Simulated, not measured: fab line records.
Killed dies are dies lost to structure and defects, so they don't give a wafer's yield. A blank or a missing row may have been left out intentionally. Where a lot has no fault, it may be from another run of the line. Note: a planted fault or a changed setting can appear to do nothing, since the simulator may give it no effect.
What tool caused it? | flow n5-finfet | 7 lots with 19 wafers sampled at 3 steps, on a route of 1938 steps

== WHAT THE GAUGES READ, wafer by wafer ==
N5_BEOL_M8_OCD_MEAS_38.
lot  | measured     | on     | trench-depth-nm (nm)
L728 | day 11 01:01 | ocd-02 | 95.3 94.2 94.9
L732 | day 11 21:10 | ocd-01 | 91.5 94.8 91.8
L739 | day 13 12:13 | ocd-01 | 94.4 92.5 93.7
L741 | day 13 18:31 | ocd-01 | 92.7 95.0 94.4
L738 | day 14 02:43 | ocd-01 | 116.0
L742 | day 14 12:21 | ocd-01 | 94.5 94.6 91.6
L746 | day 15 15:35 | ocd-01 | 97.0 94.4 95.8

== WHICH TOOL RAN EACH LOT (tool, then ch and the chambers of the sampled wafers, then the start) ==
lot  | N5_BEOL_M8_TRENCH_ETCH_37          | N5_BEOL_M8_ETCH_41
L728 | rie-diel-03 ch 0,1,2, day 11 00:52 | rie-diel-03 ch 0,1,2, day 11 01:01 or earlier
L732 | rie-diel-02 ch 0,3, day 11 21:01   | rie-diel-02 ch 0,3, day 11 21:10 or earlier
L739 | rie-diel-04 ch 1,2,3, day 13 12:03 | rie-diel-04 ch 1,2,3, day 13 12:13 or earlier
L741 | rie-diel-04 ch 0,1,2, day 13 18:22 | rie-diel-04 ch 0,1,2, day 13 18:31 or earlier
L738 | rie-diel-02 ch 0, day 14 02:34     | rie-diel-02 ch 0, day 14 02:43 or earlier
L742 | rie-diel-03 ch 0,2,3, day 14 12:11 | rie-diel-03 ch 0,2,3, day 14 12:21 or earlier
L746 | rie-diel-02 ch 1,3, day 15 15:26   | rie-diel-02 ch 1,3, day 15 15:35 or earlier
- N5_BEOL_M8_TRENCH_ETCH_37: etches SiCOH lowk in C4F6/O2, target depth 93.478 nm, time 31.2 s.
- N5_BEOL_M8_ETCH_41: etches SiCN in CH3F/O2, target depth 31.9 nm, time 57.8 s.

== THE ANSWER, worked out from the rows above alone ==
Rule: the lots themselves supply what counts as usual. The widest of any qualifying gaps counts: lots, ordered by their means at a reading, are off when they make up no more than a third of the lots, leave a main group of 4 or more, and stand apart from it by 3 or more times the standard deviation of that group's means. A main group is skipped when, at the precision printed for the reading in the tables above, its means are all equal. A lot without any number at a reading at which 4 lots or more have one is off too. The other lots that the step has rows for count as sound.
Off, at N5_BEOL_M8_OCD_MEAS_38 on trench-depth-nm: L738. Main group: mean 94.1 nm, sd 0.98.
A tool fits if, at a process step before that reading, it ran every lot that is off, and no sound lot after the first of them. The gauges at N5_BEOL_M8_OCD_MEAS_38 are tried like those tools. N5_BEOL_M8_ETCH_41 gives no start for some lots, so the hours and the order of its lots are those of N5_BEOL_M8_OCD_MEAS_38. No candidate that was tried fits.

== WHAT THE SIMULATOR HAD INSERTED ==
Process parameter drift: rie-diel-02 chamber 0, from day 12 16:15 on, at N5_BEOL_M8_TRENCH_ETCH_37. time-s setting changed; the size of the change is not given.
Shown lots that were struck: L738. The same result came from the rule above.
